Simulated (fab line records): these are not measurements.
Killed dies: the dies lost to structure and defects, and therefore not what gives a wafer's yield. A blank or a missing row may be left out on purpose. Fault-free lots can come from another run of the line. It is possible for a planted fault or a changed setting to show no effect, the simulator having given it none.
fab line records / flow n5-finfet
record lots=4 wafers=12 last-day=19
route steps=1938 shown ILD0@342 SDB@347 DUMMY_REMOVAL@377 BEOL_M4@1111 PASSIVATION@1936
lots with no fault: from the same line, run without faults
start-h: start of the lot's first displayed wafer, in hours after the record's first day / wait-h: time in hours since the lot's previous step / " repeats the value in the row above / L1.1+2: one row covering several wafers at once / - either no value or no given start / * or withheld: withheld / < > ~ a bound
route shown NAME@n: NAME is a module with steps in the file, n the number in the route of the first one / usual: mean/standard deviation taken from wafers without a fault / same: alike in all rows / chamber/n: place in a boat / sites: each site's reading / _std_site: how widely they spread, as a standard deviation / _edge_site: outer sites' mean less inner sites' / radius-mm: for every site, how far away it sits from the centre of the wafer / mask NAME#n: copy n / behind: the last tool/chamber to shape the wafer / hold: cause of the lot's hold/its duration in hours/its outcome / device: transistor that didn't switch, given as n, p or np / end of line: at the end of the route, the tests of the same wafers / a step with no rows: only its recipe / killed: dies lost to structure and defects at the first sort, not the wafer's yield / map: a wafer's dies, marking killed ones x, the rest . and places with no die _
set.NAME: setting as actually run; set.NAME@STEP: the setting as run at that earlier step / model.NAME: the simulator's own value behind a step, which no gauge read
lots seen at some steps along the route; tables by step, rows by wafer
services: when a tool's chamber went out of use (start-h, in hours from the record's first day, below 0 if earlier), for how many hours, and the reason
## steps
# step N5_ILD0_PRECLEAN_10
# recipe chemistry=NF3:NH3 afs-cycles=5 time-s=20 temp-c=30 sublimation-temp-c=180 sublimation-time-s=60 pressure-torr=3 rf-power-w=30
# step N5_ILD0_ALD_15
# recipe material=SiNx target-thk-a=240 temp-c=400 ald-precursor-family=SiH2I2 ald-co-reactant=N2/H2-plasma pulse-time-s=1 ald-cycles=480 purge-time-s=2 co-reactant-purge-time-s=2 pressure-torr=2
# step N5_ILD0_CMP_12
# recipe stop-on=poly-Si material=SiNx t-overpolish-s=6 post-cmp-clean=alkaline-brush down-force-psi=2.5 platen-rpm=51.8 pad-velocity-m-s=1.0307 target-thk-nm=17.67
# step N5_SDB_HM_DEP_00
# recipe material=SiNx target-thk-a=400 temp-c=400 precursor=SiH4/NH3/N2 pressure-torr=1.5 rf-w=300 time-s=35.3
# step N5_SDB_COAT_03
# recipe resist=SOC temp-c=250 time-s=60 spin-rpm=1500 resist-thk-nm=100
# step N5_SDB_COAT_04
# recipe resist=SiARC temp-c=220 time-s=60 spin-rpm=1500 resist-thk-nm=18
# step N5_SDB_COAT_05
# recipe resist=CAR-ArF spin-rpm=1500 resist-thk-nm=90
# step N5_SDB_EBR_07
# recipe solvent=PGMEA ebr-width-mm=1.5
# step N5_SDB_SOFTBAKE_06
# recipe temp-c=110 time-s=60 resist=CAR-ArF
# step N5_SDB_EXPOSE_08
# recipe mask-id=SDB na=1.35 source-shape=conventional sigma-outer=0.5 polarization=unpolarized dose-mj=49.6
# usual exposure-dose-mJ-cm2=49.58/0.057
# same sigma-outer=0.5
lot.wafer=L629.2 tool=arfi-scanner-03 chamber=0 start-h=87.10 wait-h=- mask=SDB#0 exposure-dose-mJ-cm2=49.66
lot.wafer=L629.3 tool=arfi-scanner-03 chamber=0 start-h=87.10 wait-h=- mask=SDB#0 exposure-dose-mJ-cm2=49.67
lot.wafer=L629.4 tool=arfi-scanner-03 chamber=0 start-h=87.10 wait-h=- mask=SDB#0 exposure-dose-mJ-cm2=49.57
lot.wafer=L631.1 tool=arfi-scanner-02 chamber=0 start-h=96.07 wait-h=- mask=SDB#0 exposure-dose-mJ-cm2=49.65
lot.wafer=L631.4 tool=arfi-scanner-02 chamber=0 start-h=96.07 wait-h=- mask=SDB#0 exposure-dose-mJ-cm2=49.69
lot.wafer=L631.5 tool=arfi-scanner-02 chamber=0 start-h=96.07 wait-h=- mask=SDB#0 exposure-dose-mJ-cm2=49.67
lot.wafer=L648.2 tool=arfi-scanner-02 chamber=0 start-h=193.22 wait-h=- mask=SDB#0 exposure-dose-mJ-cm2=46.35
lot.wafer=L648.3 tool=arfi-scanner-02 chamber=0 start-h=193.22 wait-h=- mask=SDB#0 exposure-dose-mJ-cm2=46.43
lot.wafer=L648.4 tool=arfi-scanner-02 chamber=0 start-h=193.22 wait-h=- mask=SDB#0 exposure-dose-mJ-cm2=46.38
lot.wafer=L649.1 tool=arfi-scanner-02 chamber=0 start-h=201.39 wait-h=- mask=SDB#0 exposure-dose-mJ-cm2=46.90
lot.wafer=L649.2 tool=arfi-scanner-02 chamber=0 start-h=201.39 wait-h=- mask=SDB#0 exposure-dose-mJ-cm2=46.86
lot.wafer=L649.4 tool=arfi-scanner-02 chamber=0 start-h=201.39 wait-h=- mask=SDB#0 exposure-dose-mJ-cm2=46.84
# step N5_SDB_PEB_09
# recipe peb-temp-c=withheld peb-time-s=60 resist=CAR-ArF
# step N5_SDB_DEVELOP_10
# recipe develop-time-s=30 developer=TMAH resist=CAR-ArF rinse-liquid=diw dry=air-spin dev-temp-c=23
# step N5_SDB_CD_MEAS_11
# recipe target-cd-nm=50 landing-energy-ev=500 detector=se-inlens polarity=opening
# usual cd-nm=49.8/1.5
lot.wafer=L629.2 tool=cd-sem-02 chamber=0 start-h=87.22 wait-h=- cd-nm=47.4
lot.wafer=L629.3 tool=cd-sem-02 chamber=0 start-h=87.22 wait-h=- cd-nm=48.8
lot.wafer=L629.4 tool=cd-sem-02 chamber=0 start-h=87.22 wait-h=- cd-nm=51.1
lot.wafer=L631.1 tool=cd-sem-02 chamber=0 start-h=96.19 wait-h=- cd-nm=48.2
lot.wafer=L631.4 tool=cd-sem-02 chamber=0 start-h=96.19 wait-h=- cd-nm=48.7
lot.wafer=L631.5 tool=cd-sem-02 chamber=0 start-h=96.19 wait-h=- cd-nm=50.2
lot.wafer=L648.2 tool=cd-sem-02 chamber=0 start-h=193.34 wait-h=- cd-nm=43.8
lot.wafer=L648.3 tool=cd-sem-02 chamber=0 start-h=193.34 wait-h=- cd-nm=46.0
lot.wafer=L648.4 tool=cd-sem-02 chamber=0 start-h=193.34 wait-h=- cd-nm=41.4
lot.wafer=L649.1 tool=cd-sem-02 chamber=0 start-h=201.52 wait-h=- cd-nm=43.5
lot.wafer=L649.2 tool=cd-sem-02 chamber=0 start-h=201.52 wait-h=- cd-nm=41.1
lot.wafer=L649.4 tool=cd-sem-02 chamber=0 start-h=201.52 wait-h=- cd-nm=43.8
# step N5_SDB_DESCUM_16
# recipe chemistry=O2 time-s=7.9 source-power-w=50 bias-power-w=20 pressure-mtorr=20 rf-frequency-hz=2.712e+07 temp-c=40 resist=CAR-ArF o2-flow-sccm=225
# step N5_SDB_ETCH_17
# recipe chemistry=CF4 target=SiARC target-depth-a=234 mask-material=CAR-ArF time-s=39 ion-energy-ev=80 pressure-mtorr=40 source-w=545 bias-w=36 Ar_flow_sccm=100 cf4-flow-sccm=100 ends=cleared
# step N5_SDB_ETCH_18
# recipe chemistry=N2/H2 target=SOC target-depth-a=1000 overetch-a=200 mask-material=SiARC temp-c=40 time-s=150 ion-energy-ev=200 pressure-mtorr=30 source-w=840 bias-w=150 n2-flow-sccm=200 h2-flow-sccm=200
# step N5_SDB_STRIP_19
# recipe chemistry=N2/H2 temp-c=40 n2-flow-sccm=200 h2-flow-sccm=200 rf-frequency-hz=6e+07
# step N5_SDB_STRIP_21
# recipe chemistry=CF4 resist=SiARC power-w=300 bias-power-w=75 pressure-mtorr=50 cf4-flow-sccm=150 rf-frequency-hz=6e+07
# step N5_SDB_HM_OPEN_20
# recipe chemistry=CH3F/O2 target=SiNx mask-material=SOC target-depth-a=240 stop-on=poly-Si over-etch-frac=0.4 ion-energy-ev=120 pressure-mtorr=30 source-w=395 bias-w=73 Ar_flow_sccm=150 CH3F_flow_sccm=30 O2_flow_sccm=20
# step N5_SDB_STRIP_22
# recipe chemistry=N2/H2 power-w=1000 temp-c=250 h2-frac=0.65 overash-fraction=0.3 pressure-mtorr=withheld n2-flow-sccm=1750 h2-flow-sccm=3250
# step N5_SDB_PRECLEAN_23
# recipe chemistry=dHF time-s=30 temp-c=25 dilution=withheld
# step N5_SDB_DUMMY_REMOVE_24
# recipe chemistry=TMAH temp-c=70 target=poly-Si stop-on=SiO2 target-depth-nm=142 conc-wt-pct=5 time-s=57 dry=ipa-marangoni rinse-time-s=30 rinse-temp-c=23
# step N5_SDB_ETCH_25
# recipe chemistry=C4F6/O2 target=SiO2 target-depth-a=100 time-s=3.3 ion-energy-ev=250 mask-material=SiNx pressure-mtorr=30 source-w=345 bias-w=185 Ar_flow_sccm=300 C4F6_flow_sccm=10 O2_flow_sccm=10
# step N5_SDB_CUT_ETCH_26
# recipe chemistry=HBr/Cl2/O2 target=Si target-depth-a=1296 bt-time-s=20 mask-material=SiNx time-s=51.8 ion-energy-ev=* bias-w=* pressure-mtorr=10 icp-w=800 HBr_flow_sccm=150 Cl2_flow_sccm=80 O2_flow_sccm=12
# step N5_SDB_PRECLEAN_38
# recipe chemistry=dHF time-s=10 dilution=750:1 temp-c=25
# step N5_SDB_PRECLEAN_39
# recipe chemistry=O3/DIW time-s=45 temp-c=22 o3-ppm=10
# step N5_SDB_SRD_28
# recipe dry=ipa-marangoni time-s=30 temp-c=23 rinse-liquid=diw
# step N5_SDB_ALD_29
# recipe material=SiNx target-thk-a=300 temp-c=400 ald-precursor-family=SiH2I2 ald-co-reactant=N2/H2-plasma pulse-time-s=1 ald-cycles=600 purge-time-s=2 co-reactant-purge-time-s=2 pressure-torr=2
# step N5_SDB_CMP_30
# recipe stop-on=poly-Si t-overpolish-s=1.54 post-cmp-clean=alkaline-brush down-force-psi=4.1491 platen-rpm=51.796 pad-velocity-m-s=1.0306 target-thk-nm=30
# step N5_DUMMY_REMOVAL_HM_STRIP_01
# recipe chemistry=CH3F/O2 material=SiNx target-depth-a=40 stop-on=poly-Si time-s=6.8 over-etch-frac=0.3 ion-energy-ev=60 power-w=410 bias-w=29 Ar_flow_sccm=150 CH3F_flow_sccm=30 O2_flow_sccm=20
# step N5_DUMMY_REMOVAL_STRIP_10
# recipe chemistry=N2/H2 time-s=40 power-w=100 temp-c=40 pressure-mtorr=100 rf-frequency-hz=6e+07 bias-power-w=3 n2-flow-sccm=300 h2-flow-sccm=300
# step N5_DUMMY_REMOVAL_PRECLEAN_07
# recipe chemistry=dHF time-s=30 temp-c=25 dilution=withheld
# step N5_DUMMY_REMOVAL_DUMMY_REMOVE_02
# recipe chemistry=TMAH temp-c=70 target=poly-Si stop-on=SiO2 target-depth-nm=142 conc-wt-pct=5 time-s=57 dry=ipa-marangoni rinse-time-s=30 rinse-temp-c=23
# step N5_DUMMY_REMOVAL_PRECLEAN_08
# recipe chemistry=NF3:NH3 afs-cycles=2 temp-c=30 time-s=20 sublimation-temp-c=180 sublimation-time-s=60 pressure-torr=3 rf-power-w=30
# step N5_BEOL_M4_RC_MEAS_101
# usual DIBL_N=36.4/2.2 DIBL_P=36.3/2.5 IOFF_N=0.17/0.052 IOFF_P=0.23/0.049 ION_N=674/17 ION_P=464/11 SS_N=71.7/0.98 SS_P=73.3/0.84 VT_N=250/4 VT_P=-249/3.8
lot.wafer=L631.1 tool=prober-01 chamber=0 start-h=233.16 wait-h=0.0 DIBL_N[mV/V]=37.4 DIBL_P[mV/V]=37.8 IOFF_N[nA/um]=0.19 IOFF_P[nA/um]=0.29 ION_N[uA/um]=702 ION_P[uA/um]=488 SS_N[mV/dec]=71.6 SS_P[mV/dec]=74.1 VT_N[mV]=246 VT_P[mV]=-241
lot.wafer=L631.4 tool=prober-01 chamber=0 start-h=233.16 wait-h=0.0 DIBL_N[mV/V]=36.0 DIBL_P[mV/V]=36.3 IOFF_N[nA/um]=0.18 IOFF_P[nA/um]=0.27 ION_N[uA/um]=684 ION_P[uA/um]=475 SS_N[mV/dec]=71.2 SS_P[mV/dec]=73.3 VT_N[mV]=244 VT_P[mV]=-242
lot.wafer=L631.5 tool=prober-01 chamber=0 start-h=233.16 wait-h=0.0 DIBL_N[mV/V]=35.0 DIBL_P[mV/V]=33.9 IOFF_N[nA/um]=0.15 IOFF_P[nA/um]=0.22 ION_N[uA/um]=674 ION_P[uA/um]=473 SS_N[mV/dec]=70.8 SS_P[mV/dec]=72.2 VT_N[mV]=249 VT_P[mV]=-242
lot.wafer=L629.2 tool=prober-02 chamber=0 start-h=239.26 wait-h=0.2 DIBL_N[mV/V]=34.5 DIBL_P[mV/V]=34.2 IOFF_N[nA/um]=0.13 IOFF_P[nA/um]=0.23 ION_N[uA/um]=663 ION_P[uA/um]=465 SS_N[mV/dec]=70.9 SS_P[mV/dec]=72.4 VT_N[mV]=255 VT_P[mV]=-247
lot.wafer=L629.3 tool=prober-02 chamber=0 start-h=239.26 wait-h=0.2 DIBL_N[mV/V]=34.0 DIBL_P[mV/V]=33.9 IOFF_N[nA/um]=0.13 IOFF_P[nA/um]=0.22 ION_N[uA/um]=672 ION_P[uA/um]=474 SS_N[mV/dec]=71.0 SS_P[mV/dec]=72.7 VT_N[mV]=252 VT_P[mV]=-245
lot.wafer=L629.4 tool=prober-02 chamber=0 start-h=239.26 wait-h=0.2 DIBL_N[mV/V]=36.7 DIBL_P[mV/V]=36.8 IOFF_N[nA/um]=0.16 IOFF_P[nA/um]=0.26 ION_N[uA/um]=677 ION_P[uA/um]=474 SS_N[mV/dec]=72.3 SS_P[mV/dec]=73.2 VT_N[mV]=250 VT_P[mV]=-245
lot.wafer=L648.2 tool=prober-02 chamber=0 start-h=332.12 wait-h=0.2 DIBL_N[mV/V]=37.5 DIBL_P[mV/V]=38.5 IOFF_N[nA/um]=0.20 IOFF_P[nA/um]=0.28 ION_N[uA/um]=696 ION_P[uA/um]=474 SS_N[mV/dec]=72.0 SS_P[mV/dec]=73.5 VT_N[mV]=248 VT_P[mV]=-247
lot.wafer=L648.3 tool=prober-02 chamber=0 start-h=332.12 wait-h=0.2 DIBL_N[mV/V]=35.0 DIBL_P[mV/V]=34.6 IOFF_N[nA/um]=0.15 IOFF_P[nA/um]=0.20 ION_N[uA/um]=674 ION_P[uA/um]=462 SS_N[mV/dec]=71.2 SS_P[mV/dec]=72.1 VT_N[mV]=252 VT_P[mV]=-250
lot.wafer=L648.4 tool=prober-02 chamber=0 start-h=332.12 wait-h=0.2 DIBL_N[mV/V]=36.7 DIBL_P[mV/V]=35.9 IOFF_N[nA/um]=0.18 IOFF_P[nA/um]=0.23 ION_N[uA/um]=672 ION_P[uA/um]=465 SS_N[mV/dec]=72.4 SS_P[mV/dec]=73.5 VT_N[mV]=248 VT_P[mV]=-248
lot.wafer=L649.1 tool=prober-01 chamber=0 start-h=348.53 wait-h=0.0 DIBL_N[mV/V]=31.1 DIBL_P[mV/V]=30.3 IOFF_N[nA/um]=0.11 IOFF_P[nA/um]=0.15 ION_N[uA/um]=671 ION_P[uA/um]=467 SS_N[mV/dec]=70.5 SS_P[mV/dec]=72.2 VT_N[mV]=252 VT_P[mV]=-253
lot.wafer=L649.2 tool=prober-01 chamber=0 start-h=348.53 wait-h=0.0 DIBL_N[mV/V]=36.1 DIBL_P[mV/V]=35.9 IOFF_N[nA/um]=0.17 IOFF_P[nA/um]=0.23 ION_N[uA/um]=684 ION_P[uA/um]=469 SS_N[mV/dec]=71.5 SS_P[mV/dec]=73.6 VT_N[mV]=250 VT_P[mV]=-248
lot.wafer=L649.4 tool=prober-01 chamber=0 start-h=348.53 wait-h=0.0 DIBL_N[mV/V]=36.1 DIBL_P[mV/V]=34.6 IOFF_N[nA/um]=0.16 IOFF_P[nA/um]=0.20 ION_N[uA/um]=636 ION_P[uA/um]=449 SS_N[mV/dec]=72.6 SS_P[mV/dec]=73.1 VT_N[mV]=255 VT_P[mV]=-251
# step N5_PASSIVATION_PROBE_49
# usual defect-limited-yield=91.2/1.4 killed_at_M0_to_M3=34/9.3 killed_at_M4_up=14/5.9 killed-at-contacts=14/5.7 killed-at-front-end=38/10 killed-at-other=4/3.2 killed-dies=104/17 killed-on-rim=14/4 killed-open=67/13 killed-short=33/6.9 sort_bin_5_function=5.2/1 sort_bin_6_memory=3.3/0.61 sort_bin_8_speed=0.3/1.8 sort-n-pass=1069/52 sort-yield-pct=91/4.4
# same gross-dies=1180 killed-at-back-side=0 sort_bin_4_leakage[%]=0
lot.wafer=L631.1 tool=prober-01 chamber=- start-h=332.15 wait-h=0.0 defect-limited-yield[%]=91.0 killed_at_M0_to_M3=40 killed_at_M4_up=11 killed-at-contacts=13 killed-at-front-end=42 killed-at-other=0 killed-dies=106 killed-on-rim=17 killed-open=62 killed-short=36 sort_bin_5_function[%]=4.8 sort_bin_6_memory[%]=3.4 sort_bin_8_speed[%]=0 sort-n-pass=1074 sort-yield-pct[%]=91
lot.wafer=L631.4 tool=prober-01 chamber=- start-h=332.30 wait-h=0.2 defect-limited-yield[%]=92.5 killed_at_M0_to_M3=36 killed_at_M4_up=10 killed-at-contacts=17 killed-at-front-end=25 killed-at-other=1 killed-dies=89 killed-on-rim=5 killed-open=57 killed-short=29 sort_bin_5_function[%]=4.4 sort_bin_6_memory[%]=2.9 sort_bin_8_speed[%]=0 sort-n-pass=1091 sort-yield-pct[%]=92
lot.wafer=L631.5 tool=prober-01 chamber=- start-h=332.35 wait-h=0.2 defect-limited-yield[%]=92.5 killed_at_M0_to_M3=26 killed_at_M4_up=18 killed-at-contacts=14 killed-at-front-end=28 killed-at-other=3 killed-dies=89 killed-on-rim=20 killed-open=51 killed-short=33 sort_bin_5_function[%]=4.6 sort_bin_6_memory[%]=2.7 sort_bin_8_speed[%]=0 sort-n-pass=1091 sort-yield-pct[%]=92
lot.wafer=L648.2 tool=prober-02 chamber=- start-h=438.45 wait-h=0.1 defect-limited-yield[%]=88.6 killed_at_M0_to_M3=24 killed_at_M4_up=10 killed-at-contacts=15 killed-at-front-end=81 killed-at-other=4 killed-dies=134 killed-on-rim=35 killed-open=56 killed-short=25 sort_bin_5_function[%]=7.8 sort_bin_6_memory[%]=3.1 sort_bin_8_speed[%]=0 sort-n-pass=1046 sort-yield-pct[%]=89
lot.wafer=L648.3 tool=prober-02 chamber=- start-h=438.50 wait-h=0.1 defect-limited-yield[%]=92.4 killed_at_M0_to_M3=29 killed_at_M4_up=7 killed-at-contacts=18 killed-at-front-end=35 killed-at-other=1 killed-dies=90 killed-on-rim=11 killed-open=63 killed-short=20 sort_bin_5_function[%]=4.6 sort_bin_6_memory[%]=2.7 sort_bin_8_speed[%]=0 sort-n-pass=1090 sort-yield-pct[%]=92
lot.wafer=L648.4 tool=prober-02 chamber=- start-h=438.55 wait-h=0.2 defect-limited-yield[%]=73.9 killed_at_M0_to_M3=24 killed_at_M4_up=7 killed-at-contacts=8 killed-at-front-end=266 killed-at-other=3 killed-dies=308 killed-on-rim=93 killed-open=48 killed-short=28 sort_bin_5_function[%]=23.3 sort_bin_6_memory[%]=2.2 sort_bin_8_speed[%]=0 sort-n-pass=872 sort-yield-pct[%]=74
lot.wafer=L649.1 tool=prober-01 chamber=- start-h=461.84 wait-h=0.8 defect-limited-yield[%]=87.5 killed_at_M0_to_M3=32 killed_at_M4_up=14 killed-at-contacts=15 killed-at-front-end=80 killed-at-other=6 killed-dies=147 killed-on-rim=33 killed-open=78 killed-short=27 sort_bin_5_function[%]=8.4 sort_bin_6_memory[%]=3.6 sort_bin_8_speed[%]=0 sort-n-pass=1033 sort-yield-pct[%]=88
lot.wafer=L649.2 tool=prober-01 chamber=- start-h=461.89 wait-h=0.8 defect-limited-yield[%]=74.2 killed_at_M0_to_M3=40 killed_at_M4_up=8 killed-at-contacts=11 killed-at-front-end=241 killed-at-other=4 killed-dies=304 killed-on-rim=93 killed-open=58 killed-short=29 sort_bin_5_function[%]=22.8 sort_bin_6_memory[%]=2.6 sort_bin_8_speed[%]=0 sort-n-pass=876 sort-yield-pct[%]=74
lot.wafer=L649.4 tool=prober-01 chamber=- start-h=461.99 wait-h=0.9 defect-limited-yield[%]=89.9 killed_at_M0_to_M3=42 killed_at_M4_up=11 killed-at-contacts=13 killed-at-front-end=49 killed-at-other=4 killed-dies=119 killed-on-rim=22 killed-open=64 killed-short=27 sort_bin_5_function[%]=6.6 sort_bin_6_memory[%]=3.3 sort_bin_8_speed[%]=1.6 sort-n-pass=1042 sort-yield-pct[%]=88
# killed by level:class
L631.1 STI_FIN_REVEAL:geometric-particle:open=15 BEOL_M0_SAQP:geometric-particle:open=10 MOL_CONTACT_COAG:geometric-particle:open=8 STI_FIN_REVEAL:geometric-particle:short=5 BEOL_M0_SAQP:geometric-particle:short=5 BEOL_M3:geometric-particle:open=5 FIN_SAQP:geometric-particle:short=4 ILD0:geometric-particle:short=4
L631.4 MOL_CONTACT_COAG:geometric-particle:open=14 STI_FIN_REVEAL:geometric-particle:open=6 BEOL_M2:geometric-particle:open=6 BEOL_M3:geometric-particle:open=6 STARTING-WAFER:geometric-particle:short=6 BEOL_M0_SAQP:geometric-particle:open=5 BEOL_M3:geometric-particle:short=5 DUMMY_GATE:geometric-particle:open=4
L631.5 MOL_CONTACT_COAG:geometric-particle:open=11 STI_FIN_REVEAL:geometric-particle:open=6 BEOL_M6:geometric-particle:open=6 BEOL_M0_SAQP:geometric-particle:short=5 GATE_CUT:geometric-particle:short=4 BEOL_M5:geometric-particle:open=4 BEOL_M0_SAQP:geometric-particle:open=4 BEOL_M1:geometric-particle:short=4
L648.2 SDB:area-expose=42 MOL_CONTACT_COAG:geometric-particle:open=12 STI_FIN_REVEAL:geometric-particle:open=9 BEOL_M0_SAQP:geometric-particle:short=9 DUMMY_GATE:geometric-particle:open=6 GATE_CUT:geometric-particle:open=6 GATE_CUT:geometric-particle:short=5 BEOL_M2:geometric-particle:open=5
L648.3 MOL_CONTACT_COAG:geometric-particle:open=12 STI_FIN_REVEAL:geometric-particle:open=11 BEOL_M2:geometric-particle:open=8 FIN_SAQP:geometric-particle:open=6 MOL_CONTACT_COAG:geometric-particle:short=5 BEOL_M1:geometric-particle:open=4 BEOL_M0_SAQP:geometric-particle:open=4 GATE_CUT:geometric-particle:open=3
L648.4 SDB:area-expose=225 STI_FIN_REVEAL:geometric-particle:open=11 BEOL_M0_SAQP:geometric-particle:open=8 STI_FIN_REVEAL:geometric-particle:short=7 MOL_CONTACT_COAG:geometric-particle:open=6 BEOL_M3:geometric-particle:open=6 GATE_CUT:geometric-particle:open=4 GATE_CUT:geometric-particle:short=4
L649.1 SDB:area-expose=35 FIN_SAQP:geometric-particle:open=17 BEOL_M2:geometric-particle:open=12 MOL_CONTACT_COAG:geometric-particle:open=12 DUMMY_GATE:geometric-particle:open=7 STI_FIN_REVEAL:geometric-particle:open=5 BEOL_M0_SAQP:geometric-particle:short=5 BEOL_M0_SAQP:geometric-particle:open=5
L649.2 SDB:area-expose=215 FIN_SAQP:geometric-particle:open=10 MOL_CONTACT_COAG:geometric-particle:open=10 BEOL_M2:geometric-particle:open=10 BEOL_M0_SAQP:geometric-particle:short=8 BEOL_M0_SAQP:geometric-particle:open=6 BEOL_M1:geometric-particle:open=6 FIN_SAQP:geometric-particle:short=3
L649.4 SDB:area-expose=25 BEOL_M0_SAQP:geometric-particle:open=14 BEOL_M2:geometric-particle:open=11 BEOL_M0_SAQP:geometric-particle:short=9 MOL_CONTACT_COAG:geometric-particle:open=8 BEOL_M4:geometric-particle:open=8 FIN_SAQP:geometric-particle:open=6 STARTING-WAFER:geometric-particle:short=5
# map L648.4 (x killed, . not)
_________________x.xxxxx.xxxx________________
______________xxxxxxxxx.x..xxxx._____________
___________....x.x......x.xxx...xxx__________
__________xxx.xxxxx..x.x..xx.....xx._________
________x.xx.xx..x.x.x.xx...x..xx..xxx_______
_______xxxxxxx.....xx.x..x......xxxxxxx______
______xx.x.......x...x...x.........x.xx._____
_____xxxx...x...x.xx....x..xx.xx..x....x.____
____xx..x.....x.x...........xx............___
___xxxxxx...x.....x..........x.....xx..xx.x__
___xxxxx...x..x..........x....x.x........xx__
__.xxxx...x..xx.x..................x......xx_
__xx.x...xx..........................x....x._
_.xxx.x.x........................x.x....x...x
_xxxxx..................................x....
_xx.x...................x..............x...x.
_xxxxx.....x..x............x...x..........x.x
_xx..x...xx..x........x..........x.......x.xx
_x.x.xx....x.....x......................x....
_xxxx...............x.......................x
_xxxx.x....x....xx.....x.x...................
__xx.x.xx................x...........x...x.x_
__xx.xx.x............................x...xx._
___xx..x..........xx.x..................xxx__
___x...x.x......................x..........__
____x.x.x..................x......x.x....x___
_____xx.........................x.......x____
______..x...x...x..x...x....xx.........._____
_______xxx..x..x....................x..______
________.x..x....x..............x...x._______
__________..x.....x..x..x...x.x....._________
___________x..x..x..x.x....x.....xx__________
______________x.......xx..x.xx.x_____________
_________________x.x.xx..x..x________________
# map L649.2 (x killed, . not)
_________________xxxxxxx.xx.x________________
______________xxxxx.xx.xxxx..xxx_____________
___________xxxxxx.xxx......xxxx.xxx__________
__________xxxxxx..x.x.xx.x...xxxxx.x_________
________xx.xx..x........x.....x.xx.x.x_______
_______xx.x.x...x.....x......xxx.xx...x______
______xxx.xx........................x..._____
_____xxxx.x.x.........................x.x____
____.xx..x....x...x...............xx....x.___
___xxx.xx.....xx...x............x.........x__
___.xxxx.x........x.......................x__
__.xxxxx..xx...x.........x............xx.xx._
__xx..x.xx.....xx........x..x.....x........x_
_xx.xx..x.......x.......................xxxx.
_xx.xx...........x.........x.x...x...x..x....
_xxx...xx........................x.....x..xx.
_x..x..........xx.....x...........x.....x.x..
_x..x..x..............................x.xx..x
_xxxx...x.xx.x.............................x.
_x.xxx......x..x......................x.....x
_x...x.....x.........x...........x...xxx...x.
__.xx..x..............................x..x.x_
__x..x.x...................x.x.........x..xx_
___xxxxx.x.....x.x....x...x..........xx..x.__
___.x.....x..x.................x....x..x...__
____.x.x...x..........x...x........x.....x___
_____.x.x..x...................x........x____
______..x.............................xx_____
_______xxx..x....xxx....x..x.....x...x.______
________xxxx....x..................x.x_______
__________.xxxx....xx...........xxxx_________
___________x...x.xxx..........x....__________
______________x.xx.......x.x.x.._____________
_________________.x..x.x.....________________
## services
tool=arfi-scanner-02 chamber=0 start-h=92.22 hours=- kind=calibration
tool=arfi-scanner-02 chamber=- start-h=104.90 hours=1.0 kind=pm
tool=arfi-scanner-02 chamber=- start-h=127.45 hours=0.8 kind=pm
tool=arfi-scanner-02 chamber=- start-h=130.24 hours=4.9 kind=pm
tool=arfi-scanner-02 chamber=- start-h=139.05 hours=1.3 kind=pm
tool=arfi-scanner-03 chamber=- start-h=142.08 hours=1.0 kind=pm
tool=arfi-scanner-03 chamber=0 start-h=144.93 hours=- kind=calibration
tool=arfi-scanner-03 chamber=- start-h=155.55 hours=1.3 kind=pm
tool=arfi-scanner-02 chamber=- start-h=196.41 hours=1.4 kind=repair
tool=arfi-scanner-03 chamber=- start-h=198.40 hours=9.1 kind=repair
tool=arfi-scanner-02 chamber=- start-h=198.55 hours=1.0 kind=pm
## key
first-sign step=N5_SDB_EXPOSE_08 reading=exposure-dose-mJ-cm2 direction=down sigmas=52 usual=49.58 struck=46.63
effect step=N5_SDB_CD_MEAS_11 reading=cd-nm direction=down sigmas=4.5 usual=49.8 struck=43.3 through=control-loop
effect step=N5_PASSIVATION_PROBE_49 reading=killed-at-front-end direction=up sigmas=8.3 usual=38 struck=125 wafers-moved=5
more-kills-born-at N5_SDB_EXPOSE_08@arfi-scanner-02=544
met-at N5_SDB_EXPOSE_08
struck-wafers L648.2,L648.3,L648.4,L649.1,L649.2,L649.4
loop-trim step=N5_SDB_EXPOSE_08 setting=dose lots=L649
onset-between 96.07 193.22
fault kind=process-parameter-drift tool=arfi-scanner-02 chamber=- onset-h=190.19 steps=N5_SDB_EXPOSE_08 channel=dose-mj offset=-3.2765 shape=step acts-in=these-recipes-only stated=49.6
# loop-trim: a control loop set the setting to another value than it would have without faults
